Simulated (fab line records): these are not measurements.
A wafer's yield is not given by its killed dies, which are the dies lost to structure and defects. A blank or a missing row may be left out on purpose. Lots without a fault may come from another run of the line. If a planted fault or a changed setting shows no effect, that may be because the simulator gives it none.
Chamber matching -- flow nand-harc -- NHARC_A_M0_DEP_00 on pecvd-04: 3 sister chambers
The step deposits SiOC, target thk 150 nm. 6 wafers are shown with their chamber, then 7 later ones without.

## WAFERS WITH THEIR CHAMBER
wafer,chamber,showerhead-vpp-V (V),rf-fwd-power-W (W)
L184.4,1,1565,596.4
L185.6,1,1543,598.8
L187.5,2,1608,602.8
L187.6,0,1535,599.8
L190.1,0,1531,603.7
L190.2,2,1603,599.2

## WAFERS MISSING THEIR CHAMBER
wafer,showerhead-vpp-V (V),rf-fwd-power-W (W)
L190.5,1595,598.2
L189.2,1555,599.4
L189.3,1604,601.4
L189.5,1555,599.3
L192.1,1549,599.3
L192.3,1598,597.9
L192.6,1536,598.5

## WHICH CHAMBER EACH WENT THROUGH
wafer,from the rows above,in truth
L190.5,2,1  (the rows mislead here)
L189.2,can't be placed: 1 or 0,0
L189.3,2,2
L189.5,can't be placed: 1 or 0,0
L192.1,can't be placed: 1 or 0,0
L192.3,2,2
L192.6,can't be placed: 0 or 1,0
Correct placement for 2 of the 7. Unplaceable from these rows: 4, with the true chamber sitting among the candidates in 4. 1 placed wrongly.
How it was worked out, from the rows above alone: a wafer's distance from a chamber is the root of the sum, over the readings, of the square of ((its reading less the chamber's mean) divided by the reading's scatter). If the next closest chamber is less than 2 further off than the closest, the wafer can't be placed; otherwise it belongs to the closest. The mean given for a chamber averages the wafers shown for that chamber. The scatter is the square root of a quotient: the sum, over the shown wafers, of each reading's squared deviation from its chamber's mean, divided by wafers minus chambers.
